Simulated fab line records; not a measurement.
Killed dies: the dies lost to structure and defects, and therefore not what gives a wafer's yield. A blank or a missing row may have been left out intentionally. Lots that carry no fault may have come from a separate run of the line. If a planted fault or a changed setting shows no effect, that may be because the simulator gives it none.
The tool behind it: which one? ; flow n5-finfet ; 11 lots, 30 wafers sampled, at 3 steps of a route of 1938

## WHAT THE GAUGES READ, wafer by wafer
N5_BEOL_M11_CD_MEAS_28: target cd 70 nm. Usual: cd-nm 70.0 nm, standard deviation 0.86.
lot;measured;on;cd-nm (nm);flag
L616;day 10 15:53;cd-sem-02;71.1 71.2 70.5;
L620;day 12 12:55;cd-sem-03;70.3 71.2;
L624;day 12 16:50;cd-sem-03;69.3 68.7 67.9;
L622;day 12 19:21;cd-sem-01;70.9 71.1 70.1;
L627;day 13 10:34;cd-sem-02;69.9 70.1 70.0;
L625;day 13 13:29;cd-sem-01;69.2 70.0;
L628;day 13 21:45;cd-sem-03;71.5 70.4;
L634;day 15 13:25;cd-sem-03;71.3 71.5 70.7;
L636;day 16 07:44;cd-sem-01;68.7 70.0 69.3;
L638;day 16 20:29;cd-sem-03;70.7 70.7 70.8;
L637;day 16 20:19;cd-sem-03;69.5 68.2 69.5;

N5_BEOL_M11_INSPECT_30: inspects for defects (brightfield). Usual: raw-defect-count 375, standard deviation 78.
lot;measured;on;raw-defect-count;flag
L616;day 10 15:56;defect-inspect-01;387 336 304;
L620;day 12 12:58;defect-inspect-02;376 326;
L624;day 12 16:53;defect-inspect-01;227 309 455;
L622;day 12 19:24;defect-inspect-02;391 527 388;
L627;day 13 10:37;defect-inspect-02;561 637 457;
L625;day 13 13:33;defect-inspect-02;391 466;
L628;day 13 21:48;defect-inspect-02;367 436;
L634;day 15 13:28;defect-inspect-01;385 345 222;
L636;day 16 07:48;defect-inspect-02;437 484 438;
L638;day 16 20:32;defect-inspect-01;393 316 253;
L637;day 16 20:22;defect-inspect-02;372 567 421;

## WHAT TOOL EACH LOT RAN ON (gives the tool, then ch and the chambers of the sampled wafers, and finally the start)
lot;N5_BEOL_M11_DESCUM_16
L616;rie-diel-04 ch 0,1,2, day 10 14:10
L620;rie-diel-05 ch 1,3, day 12 10:49
L624;rie-diel-04 ch 0,3, day 12 15:58
L622;rie-diel-04 ch 0,2, day 12 17:55
L627;rie-diel-05 ch 0,3, day 13 05:11
L625;rie-diel-01 ch 1,3, day 13 11:44
L628;rie-diel-04 ch 0,3, day 13 20:55
L634;rie-diel-05 ch 0,1,3, day 15 09:41
L636;rie-diel-05 ch 1,2, day 16 05:26
L638;rie-diel-01 ch 0,1,3, day 16 18:36
L637;rie-diel-04 ch 0,1,3, day 16 18:52
- N5_BEOL_M11_DESCUM_16: chemistry O2, time 7.9 s.

## AS READ BY THE TOOLS THEMSELVES (means over the sampled wafers that have a number; for cases with no such wafer, the mark the record gives instead)
N5_BEOL_M11_DESCUM_16. Usual: value, then standard deviation, for each; drypump-motor-current-A 5.6 A / 0.31; oes-product-au 0.80 a.u. / 0.1; rf-fwd-power-W 49.48 W / 0.21; rf-vpp-V 243.1 V / 1.2; showerhead-plenum-p-Torr 2.09 Torr / 0.059; temp-c 39.99 C / 0.11; throttle-valve-pct 20.36 % / 0.18.
lot;tool;drypump-motor-current-A (A);oes-product-au (a.u.);rf-fwd-power-W (W);rf-vpp-V (V);showerhead-plenum-p-Torr (Torr);temp-c (C);throttle-valve-pct (%);flag
L616;rie-diel-04;6.1;0.85;49.44;243.2;2.12;39.97;20.26;
L620;rie-diel-05;5.4;0.69;49.57;243.0;2.08;39.90;20.44;
L624;rie-diel-04;5.8;0.91;49.43;243.6;2.13;39.87;20.18;
L622;rie-diel-04;5.8;0.90;49.28;243.4;2.11;39.99;20.13;
L627;rie-diel-05;5.5;0.72;49.51;242.8;2.12;39.96;20.54;
L625;rie-diel-01;5.6;0.71;49.66;241.6;2.04;39.96;20.39;
L628;rie-diel-04;5.8;0.89;49.37;243.6;2.12;39.98;20.20;
L634;rie-diel-05;5.4;0.73;49.36;244.0;2.13;39.92;20.46;
L636;rie-diel-05;5.4;0.78;49.43;242.4;2.08;40.00;20.28;
L638;rie-diel-01;5.5;0.71;49.43;243.1;2.05;40.03;20.44;
L637;rie-diel-04;5.9;0.88;49.42;243.5;2.12;40.05;20.26;

## THE ANSWER, worked out from the rows above alone
Rule: take the mean of a lot's wafers that have a number; if it is more than 3 standard deviations from the usual mean, the lot is off. Also off: a lot with no number at a reading for which 4 or more lots have one. Where the step has rows for the other lots, those lots are counted as sound. Order of review: gauges by route order, followed by the tools' own readings, for which a lot's mean as printed above is used. At the first step where some lot is off, the reading lying furthest off is the one used; lots without a number count as furthest.
Nothing can be told from this: no lot is off at any reading shown.

## WHAT THE SIMULATOR HAD PUT IN
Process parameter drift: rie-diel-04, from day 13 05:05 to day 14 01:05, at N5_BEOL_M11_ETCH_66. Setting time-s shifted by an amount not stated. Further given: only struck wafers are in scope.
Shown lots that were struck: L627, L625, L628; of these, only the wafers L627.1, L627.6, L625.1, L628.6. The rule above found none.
